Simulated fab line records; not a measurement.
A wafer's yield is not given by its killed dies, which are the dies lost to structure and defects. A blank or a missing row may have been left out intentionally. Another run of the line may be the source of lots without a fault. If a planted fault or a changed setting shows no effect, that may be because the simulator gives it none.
Code-filled problem report in 8D (eight disciplines) form | flow n5Finfet | the parts of the form that need people (team, actions taken, sign-off) are left out

1. THE PROBLEM
At N5_PASSIVATION_PROBE_49, killed_at_M4_up averages 733 over 4 wafers from 3 lots, while fault-free wafers read 13, standard deviation 5.8. So: +99 or more standard deviations from the usual mean.
Earliest sighting: wafer L856.5 on prober-01 at day 14 20:34. The record holds 39 wafers of 13 lots with a number at this step. Rule for "out", or "out of limits": more than 4 standard deviations from the usual mean. The rest of the wafers with a number are treated as sound.

2. WHAT IT IS; WHAT IT IS NOT
question                    | is                                                                                                                            | is not
which readings at this step | killed_at_M4_up, defectLimitedYield, killedDies, killedOnRim, sort_bin_5_function, sort_bin_6_memory, sortNPass, sortYieldPct | killedAtContacts, killedAtFrontEnd, killedAtOther, sort_bin_8_speed
which lots                  | L856, L859, L863                                                                                                              | L852, L853, L855, L857, L864, L868, L870, L871, L872, L873
which wafers of those lots  | L856.5, L859.4, L863.2, L863.6                                                                                                | L856.2, L856.4, L859.3, L859.5, L863.1
read on which tools         | prober-01, prober-02                                                                                                          | -
when                        | from day 14 20:34                                                                                                             | up to then (14 sound wafers); but 21 sound wafers of L859, L863, L864, L868, L870, L871, L872, L873 came after

3. SUSPECTS, AND WHAT RULES EACH OUT
Counting: a tool at a process step up to the reading stays a suspect if it ran every lot that is out. Sound lots after the first of them don't rule it out here, since some wafers of a struck lot are sound.
- ecdCu-02 at N5_BEOL_M4_ECD_50 (material Cu, target thk 300 nm): kept. Every lot that is out went through it, the first being L856 (day 9 21:37); the last sound lot it ran before that was L855 (day 9 18:46).
Remaining after the count: ecdCu-02 at N5_BEOL_M4_ECD_50.

4. THE CAUSE (what the simulator had put in)
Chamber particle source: ecdCu-02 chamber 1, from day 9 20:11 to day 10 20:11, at N5_BEOL_M4_ECD_50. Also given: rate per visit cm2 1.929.
Counting left only this tool.

5. THE EFFECT CHAIN, in route order
Rows list readings where the struck wafers' mean (over those with a number) sits beyond 3 standard deviations from the usual. Only readings whose record carries a usual standard deviation are examined. hours: median over the lots of the time between each lot's start at the first step of this table that gives one and its start at this step. sigmas: the change, counted in usual standard deviations.
hours | step                    | reading             | usual  | on struck wafers | change | sigmas
0     | N5_PASSIVATION_PROBE_49 | defectLimitedYield  | 91.1 % | 33.1             | -58.0  | -41
0     | N5_PASSIVATION_PROBE_49 | killed_at_M4_up     | 13     | 733              | +720   | +99 or more
0     | N5_PASSIVATION_PROBE_49 | killedDies          | 104    | 789              | +685   | +40
0     | N5_PASSIVATION_PROBE_49 | killedOnRim         | 14     | 101              | +87    | +22
0     | N5_PASSIVATION_PROBE_49 | sort_bin_5_function | 5.2 %  | 44.5             | +39.3  | +40
0     | N5_PASSIVATION_PROBE_49 | sort_bin_6_memory   | 3.3 %  | 17.1             | +13.8  | +23
0     | N5_PASSIVATION_PROBE_49 | sortNPass           | 1075   | 391              | -684   | -40
0     | N5_PASSIVATION_PROBE_49 | sortYieldPct        | 91.1 % | 33.1             | -58.0  | -41
Its process steps:
- N5_PASSIVATION_PROBE_49

6. HOW IT WOULD HAVE BEEN CAUGHT EARLIER
120 hours passed between the start of the fault at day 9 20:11 and the first reading out of limits in this record, taken at day 14 20:34.
Each of the lots that are out, 3 in all, had begun N5_BEOL_M4_ECD_50 on ecdCu-02 no later than day 14 20:34. A hold on the tool at that time would have spared none of them.
